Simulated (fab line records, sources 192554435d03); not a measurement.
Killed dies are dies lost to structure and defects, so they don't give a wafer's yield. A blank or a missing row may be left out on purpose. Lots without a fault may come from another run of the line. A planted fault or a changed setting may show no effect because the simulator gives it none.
Chamber matching | flow n5_finfet | N5_STI_FIN_REVEAL_ALD_00 on ald_sin-01: 4 sister chambers
The step deposits SiO2, target thk 1 nm, pulse time 1 s. 8 wafers are shown with their chamber, then 10 later ones without.

WAFERS WITH THEIR CHAMBER
wafer  | chamber | heater_power_w (W) | precursor_pulse_height_rel
L079.4 | 2       | 505                | 0.999
L079.6 | 3       | 561                | 0.973
L088.4 | 2       | 486                | 0.988
L089.4 | 0       | 493                | 0.995
L089.5 | 0       | 502                | 0.985
L089.6 | 1       | 433                | 0.984
L092.2 | 1       | 438                | 1.006
L092.3 | 3       | 536                | 0.971

WAFERS WITHOUT THEIR CHAMBER
wafer  | heater_power_w (W) | precursor_pulse_height_rel
L092.6 | 434                | 1.010
L093.1 | 493                | 0.994
L093.4 | 537                | 1.017
L093.6 | 506                | 1.004
L097.1 | 428                | 0.982
L097.2 | 487                | 0.991
L097.3 | 536                | 0.984
L097.4 | 489                | 1.002
L097.5 | 493                | 1.015
L097.6 | 557                | 1.039

WHICH CHAMBER EACH WENT THROUGH
wafer  | from the rows above          | in truth
L092.6 | 1                            | 1
L093.1 | can't be placed: 2 or 0      | 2
L093.4 | can't be placed: 2 or 0 or 3 | 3
L093.6 | can't be placed: 2 or 0      | 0
L097.1 | 1                            | 1
L097.2 | can't be placed: 2 or 0      | 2
L097.3 | can't be placed: 3 or 0 or 2 | 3
L097.4 | can't be placed: 2 or 0      | 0
L097.5 | can't be placed: 2 or 0      | 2
L097.6 | can't be placed: 2 or 3 or 0 | 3
Placed correctly: 2 of 10. Can't be placed from these rows: 8 (the true chamber is among the candidates in 8). Placed wrongly: 0.
How it was worked out, from the rows above alone: a wafer's distance from a chamber is the root of the sum, over the readings, of the square of ((its reading less the chamber's mean) divided by the reading's scatter). The wafer belongs to the nearest chamber; if the next one is less than 2 further off, it can't be placed. A chamber's mean is the mean of its shown wafers. The scatter: the root of (the sum of the squares of (reading less its chamber's mean) over the shown wafers, divided by (wafers less chambers)).
